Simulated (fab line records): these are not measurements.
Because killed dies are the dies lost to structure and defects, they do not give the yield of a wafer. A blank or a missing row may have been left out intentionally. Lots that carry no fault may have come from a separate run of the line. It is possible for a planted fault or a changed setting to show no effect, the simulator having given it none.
Chamber matching | flow nand-harc | NHARC_P_M2_PRE_CLEAN_32 on pecvd-02: 3 sister chambers
The step time 12 s. 3 wafers are shown with their chamber, then 12 later ones without.

## WAFERS WITH THEIR CHAMBER
wafer  | chamber | heater-power-outer-w (W)
L088.1 | 1       | 337
L088.3 | 0       | 421
L088.6 | 2       | 413

## WAFERS WITHOUT THEIR CHAMBER
wafer  | heater-power-outer-w (W)
L091.2 | 350
L091.5 | 342
L091.6 | 347
L092.1 | 424
L092.2 | 361
L092.5 | 388
L094.3 | 364
L094.4 | 433
L094.6 | 369
L096.1 | 363
L096.2 | 392
L096.5 | 360

## EACH ONE'S CHAMBER
wafer  | from the rows above          | in truth
L091.2 | 1                            | 1
L091.5 | 1                            | 1
L091.6 | 1                            | 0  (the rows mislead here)
L092.1 | can't be placed: 0 or 2      | 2
L092.2 | can't be placed: 1 or 2 or 0 | 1
L092.5 | can't be placed: 2 or 0 or 1 | 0
L094.3 | can't be placed: 1 or 2 or 0 | 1
L094.4 | can't be placed: 0 or 2      | 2
L094.6 | can't be placed: 1 or 2 or 0 | 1
L096.1 | can't be placed: 1 or 2 or 0 | 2
L096.2 | can't be placed: 2 or 0 or 1 | 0
L096.5 | can't be placed: 1 or 2 or 0 | 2
Correct placement for 2 of the 12. Cannot be placed on the basis of these rows: 9; the candidates contain the true chamber in 9. Placed wrongly: 1.
How it was worked out, from the rows above alone: a wafer's distance from a chamber is the root of the sum, over the readings, of the square of ((its reading less the chamber's mean) divided by the reading's scatter). The wafer belongs to the nearest chamber; if the next one is less than 2 further off, it can't be placed. The mean given for a chamber averages the wafers shown for that chamber. The scatter (one wafer shown for each chamber): square how far every hidden wafer sits from the nearest shown wafer, average those squares and take the square root.
